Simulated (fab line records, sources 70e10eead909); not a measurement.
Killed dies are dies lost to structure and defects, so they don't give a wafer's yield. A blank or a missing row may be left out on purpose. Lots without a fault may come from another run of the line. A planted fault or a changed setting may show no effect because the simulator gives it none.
Chamber matching | flow nand_harc | NHARC_P_BONDPAD_DEP_00 on pecvd-01: 3 sister chambers
The step deposits SiCN, target thk 250 nm. 6 wafers are shown with their chamber, then 9 later ones without.

WAFERS WITH THEIR CHAMBER
wafer  | chamber | heater_power_w (W)
L081.6 | 2       | 572
L082.1 | 1       | 526
L082.5 | 2       | 620
L083.1 | 0       | 566
L083.2 | 1       | 606
L083.5 | 0       | 571

WAFERS WITHOUT THEIR CHAMBER
wafer  | heater_power_w (W)
L092.1 | 566
L092.3 | 503
L092.4 | 516
L091.4 | 539
L091.5 | 520
L091.6 | 578
L095.3 | 490
L095.5 | 496
L095.6 | 575

WHICH CHAMBER EACH WENT THROUGH
wafer  | from the rows above          | in truth
L092.1 | can't be placed: 1 or 0 or 2 | 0
L092.3 | can't be placed: 1 or 0 or 2 | 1
L092.4 | can't be placed: 1 or 0 or 2 | 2
L091.4 | can't be placed: 1 or 0 or 2 | 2
L091.5 | can't be placed: 1 or 0 or 2 | 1
L091.6 | can't be placed: 0 or 1 or 2 | 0
L095.3 | can't be placed: 1 or 0 or 2 | 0
L095.5 | can't be placed: 1 or 0 or 2 | 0
L095.6 | can't be placed: 0 or 1 or 2 | 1
Placed correctly: 0 of 9. Can't be placed from these rows: 9 (the true chamber is among the candidates in 9). Placed wrongly: 0.
How it was worked out, from the rows above alone: a wafer's distance from a chamber is the root of the sum, over the readings, of the square of ((its reading less the chamber's mean) divided by the reading's scatter). The wafer belongs to the nearest chamber; if the next one is less than 2 further off, it can't be placed. A chamber's mean is the mean of its shown wafers. The scatter: the root of (the sum of the squares of (reading less its chamber's mean) over the shown wafers, divided by (wafers less chambers)).
